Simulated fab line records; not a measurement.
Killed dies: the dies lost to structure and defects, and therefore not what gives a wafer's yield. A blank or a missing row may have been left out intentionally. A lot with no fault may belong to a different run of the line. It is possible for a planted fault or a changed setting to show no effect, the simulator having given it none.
Which tool is to blame? + flow nandHarc + 11 lots, 33 wafers sampled, at 4 steps of a route of 1302

## WHAT EACH GAUGE READ, for each wafer
No reading from a measuring or inspecting step in the record can be judged against a usual standard deviation.

## EACH LOT AND THE TOOL THAT RAN IT (in order: tool; ch and the chambers of the sampled wafers; start)
| lot  | NHARC_P_STI_DESCUM_14             | NHARC_P_GATE_DEP_103            | NHARC_P_GATE_ETCH_32            | NHARC_P_GATE_DESCUM_61            |
|------|-----------------------------------|---------------------------------|---------------------------------|-----------------------------------|
| L118 | rieDiel-08 ch 1,3, day 3 07:15    | pecvd-04 ch 0,1,2, day 5 07:56  | rieSi-04 ch 1,2, day 5 09:16    | rieDiel-10 ch 0,2,3, day 5 22:27  |
| L120 | rieDiel-08 ch 2,3, day 4 03:22    | pecvd-03 ch 1,2, day 6 04:51    | rieSi-05 ch 0,1,2, day 6 06:12  | rieDiel-12 ch 0,1, day 6 21:33    |
| L122 | rieDiel-09 ch 1,2, day 4 20:58    | pecvd-02 ch 1,2, day 6 23:32    | rieSi-04 ch 1,2,3, day 7 00:53  | rieDiel-10 ch 1,3, day 7 14:18    |
| L123 | rieDiel-08 ch 2,3, day 5 09:02    | pecvd-04 ch 0,1,2, day 7 14:35  | rieSi-04 ch 1,2, day 7 15:54    | rieDiel-10 ch 1,2,3, day 8 07:19  |
| L132 | rieDiel-03 ch 0,1,3, day 9 00:37  | pecvd-02 ch 0,1,2, day 11 03:59 | rieSi-04 ch 0,2,3, day 11 05:17 | rieDiel-10 ch 1,2,3, day 11 18:40 |
| L133 | rieDiel-09 ch 0,1,3, day 9 12:29  | pecvd-04 ch 0,1,2, day 12 00:04 | rieSi-04 ch 0,2,3, day 12 01:16 | rieDiel-12 ch 0,1,2, day 12 14:41 |
| L134 | rieDiel-08 ch 0,1, day 9 20:31    | pecvd-03 ch 1,2, day 12 02:31   | rieSi-02 ch 0,3, day 12 03:43   | rieDiel-10 ch 1,2, day 12 16:59   |
| L135 | rieDiel-09 ch 1,2,3, day 10 08:07 | pecvd-02 ch 1,2, day 12 12:23   | rieSi-05 ch 0,2,3, day 12 13:35 | rieDiel-04 ch 1,3, day 13 02:40   |
| L136 | rieDiel-08 ch 0,1,2, day 10 18:30 | pecvd-03 ch 1,2, day 12 22:14   | rieSi-04 ch 1,2, day 12 23:30   | rieDiel-12 ch 1,2,3, day 13 12:34 |
| L138 | rieDiel-09 ch 0,1,2, day 11 13:42 | pecvd-02 ch 0,1, day 13 17:35   | rieSi-04 ch 0,1,2, day 13 18:50 | rieDiel-04 ch 0,3, day 14 07:55   |
| L140 | rieDiel-08 ch 0,1,3, day 12 10:26 | pecvd-03 ch 0,2, day 14 15:58   | rieSi-04 ch 0,1,2, day 14 17:10 | rieDiel-04 ch 0,3, day 15 06:23   |
- NHARC_P_STI_DESCUM_14: chemistry O2, time 3 s.
- NHARC_P_GATE_DEP_103: deposits SiON, target thk 30 nm.
- NHARC_P_GATE_ETCH_32: etches the open film in HBr/Cl2, target depth 150 nm, time 100.1 s.
- NHARC_P_GATE_DESCUM_61: chemistry O2, time 3 s.

## WHAT THE TOOLS THEMSELVES READ (means of the sampled wafers that have a number; where no wafer has one, the mark that the record gives instead)
NHARC_P_STI_DESCUM_14. Usual: drypumpMotorCurrentA 5.93 A, standard deviation 0.25; o2FlowSccm 200.0 sccm, standard deviation 0.64; oesProductAu 0.995 a.u., standard deviation 0.013; rfVppV 57.6 V, standard deviation 0.93; showerheadPlenumPTorr 1.87 Torr, standard deviation 0.067; throttleValvePct 11.311 %, standard deviation 0.0094.
| lot  | tool       | drypumpMotorCurrentA (A) | o2FlowSccm (sccm) | oesProductAu (a.u.) | rfVppV (V) | showerheadPlenumPTorr (Torr) | throttleValvePct (%) | flag |
|------|------------|--------------------------|-------------------|---------------------|------------|------------------------------|----------------------|------|
| L118 | rieDiel-08 | 5.61                     | 200.0             | 1.003               | 57.1       | 1.88                         | 11.306               |      |
| L120 | rieDiel-08 | 6.00                     | 199.8             | 0.988               | 57.0       | 1.83                         | 11.307               |      |
| L122 | rieDiel-09 | 5.80                     | 199.5             | 1.002               | 58.6       | 1.97                         | 11.315               |      |
| L123 | rieDiel-08 | 5.97                     | 200.3             | 0.982               | 57.3       | 1.83                         | 11.308               |      |
| L132 | rieDiel-03 | 6.19                     | 199.5             | 0.989               | 58.1       | 1.90                         | 11.310               |      |
| L133 | rieDiel-09 | 5.90                     | 200.3             | 0.995               | 57.6       | 1.89                         | 11.307               |      |
| L134 | rieDiel-08 | 5.90                     | 200.9             | 0.986               | 58.0       | 1.86                         | 11.310               |      |
| L135 | rieDiel-09 | 5.93                     | 200.1             | 0.982               | 57.4       | 1.91                         | 11.309               |      |
| L136 | rieDiel-08 | 6.00                     | 201.1             | 0.977               | 57.4       | 1.85                         | 11.313               |      |
| L138 | rieDiel-09 | 5.90                     | 200.3             | 0.993               | 57.7       | 1.89                         | 11.310               |      |
| L140 | rieDiel-08 | 5.76                     | 200.7             | 0.986               | 57.7       | 1.87                         | 11.312               |      |

NHARC_P_GATE_DEP_103. Usual: heaterPowerW 796 W, standard deviation 54.
| lot  | tool     | heaterPowerW (W) | flag |
|------|----------|------------------|------|
| L118 | pecvd-04 | 783              |      |
| L120 | pecvd-03 | 791              |      |
| L122 | pecvd-02 | 831              |      |
| L123 | pecvd-04 | 845              |      |
| L132 | pecvd-02 | 747              |      |
| L133 | pecvd-04 | 836              |      |
| L134 | pecvd-03 | 827              |      |
| L135 | pecvd-02 | 804              |      |
| L136 | pecvd-03 | 829              |      |
| L138 | pecvd-02 | 759              |      |
| L140 | pecvd-03 | 841              |      |

NHARC_P_GATE_ETCH_32. Usual: drypumpMotorCurrentA 5.6 A, standard deviation 0.37; mfcCl2Sccm 50.00 sccm, standard deviation 0.14; oesProductAu 0.999 a.u., standard deviation 0.013; throttleValvePct 26.407 %, standard deviation 0.0095.
| lot  | tool     | drypumpMotorCurrentA (A) | mfcCl2Sccm (sccm) | oesProductAu (a.u.) | throttleValvePct (%) | flag |
|------|----------|--------------------------|-------------------|---------------------|----------------------|------|
| L118 | rieSi-04 | 5.8                      | 50.17             | 0.998               | 26.415               |      |
| L120 | rieSi-05 | 5.7                      | 49.97             | 0.974               | 26.404               |      |
| L122 | rieSi-04 | 5.7                      | 50.09             | 1.003               | 26.410               |      |
| L123 | rieSi-04 | 5.9                      | 50.01             | 0.997               | 26.400               |      |
| L132 | rieSi-04 | 5.7                      | 49.91             | 0.992               | 26.396               |      |
| L133 | rieSi-04 | 5.7                      | 49.93             | 0.987               | 26.410               |      |
| L134 | rieSi-02 | 5.2                      | 49.85             | 1.006               | 26.416               |      |
| L135 | rieSi-05 | 5.6                      | 50.04             | 0.997               | 26.399               |      |
| L136 | rieSi-04 | 5.9                      | 50.06             | 1.004               | 26.402               |      |
| L138 | rieSi-04 | 5.8                      | 49.97             | 0.998               | 26.405               |      |
| L140 | rieSi-04 | 5.8                      | 50.11             | 0.995               | 26.411               |      |

NHARC_P_GATE_DESCUM_61. Usual: drypumpMotorCurrentA 5.7 A, standard deviation 0.45; o2FlowSccm 200.0 sccm, standard deviation 0.55; oesProductAu 1.001 a.u., standard deviation 0.014; rfVppV 58.0 V, standard deviation 0.93; showerheadPlenumPTorr 1.90 Torr, standard deviation 0.061; throttleValvePct 11.312 %, standard deviation 0.0094.
| lot  | tool       | drypumpMotorCurrentA (A) | o2FlowSccm (sccm) | oesProductAu (a.u.) | rfVppV (V) | showerheadPlenumPTorr (Torr) | throttleValvePct (%) | flag |
|------|------------|--------------------------|-------------------|---------------------|------------|------------------------------|----------------------|------|
| L118 | rieDiel-10 | 5.8                      | 200.1             | 1.005               | 57.5       | 1.93                         | 11.300               |      |
| L120 | rieDiel-12 | 5.9                      | 198.9             | 0.999               | 58.2       | 1.86                         | 11.305               |      |
| L122 | rieDiel-10 | 6.2                      | 199.6             | 1.005               | 57.3       | 1.91                         | 11.318               |      |
| L123 | rieDiel-10 | 5.8                      | 199.6             | 0.993               | 58.3       | 1.88                         | 11.316               |      |
| L132 | rieDiel-10 | 5.8                      | 200.0             | 1.007               | 57.6       | 1.88                         | 11.309               |      |
| L133 | rieDiel-12 | 5.8                      | 199.7             | 1.008               | 58.2       | 1.87                         | 11.324               |      |
| L134 | rieDiel-10 | 5.4                      | 200.4             | 1.001               | 57.9       | 1.86                         | 11.313               |      |
| L135 | rieDiel-04 | 6.0                      | 199.9             | 1.006               | 57.8       | 1.98                         | 11.318               |      |
| L136 | rieDiel-12 | 5.5                      | 200.7             | 0.997               | 58.4       | 1.91                         | 11.311               |      |
| L138 | rieDiel-04 | 5.8                      | 199.5             | 0.994               | 58.1       | 1.94                         | 11.304               |      |
| L140 | rieDiel-04 | 5.8                      | 199.8             | 1.003               | 58.4       | 1.94                         | 11.313               |      |

## THE ANSWER, worked out from the rows above alone
Rule: take the mean of a lot's wafers that have a number; if it is more than 3 standard deviations from the usual mean, the lot is off. A lot without any number at a reading at which 4 lots or more have one is off too. The other lots that the step has rows for count as sound. Order of review: gauges by route order, followed by the tools' own readings, for which a lot's mean as printed above is used. The first step at which some lot is off is used, and at that step the reading that is off furthest; a lot without a number counts as furthest.
Across all readings shown, no lot is off: no conclusion can be drawn from this.

## WHAT WAS PUT IN BY THE SIMULATOR
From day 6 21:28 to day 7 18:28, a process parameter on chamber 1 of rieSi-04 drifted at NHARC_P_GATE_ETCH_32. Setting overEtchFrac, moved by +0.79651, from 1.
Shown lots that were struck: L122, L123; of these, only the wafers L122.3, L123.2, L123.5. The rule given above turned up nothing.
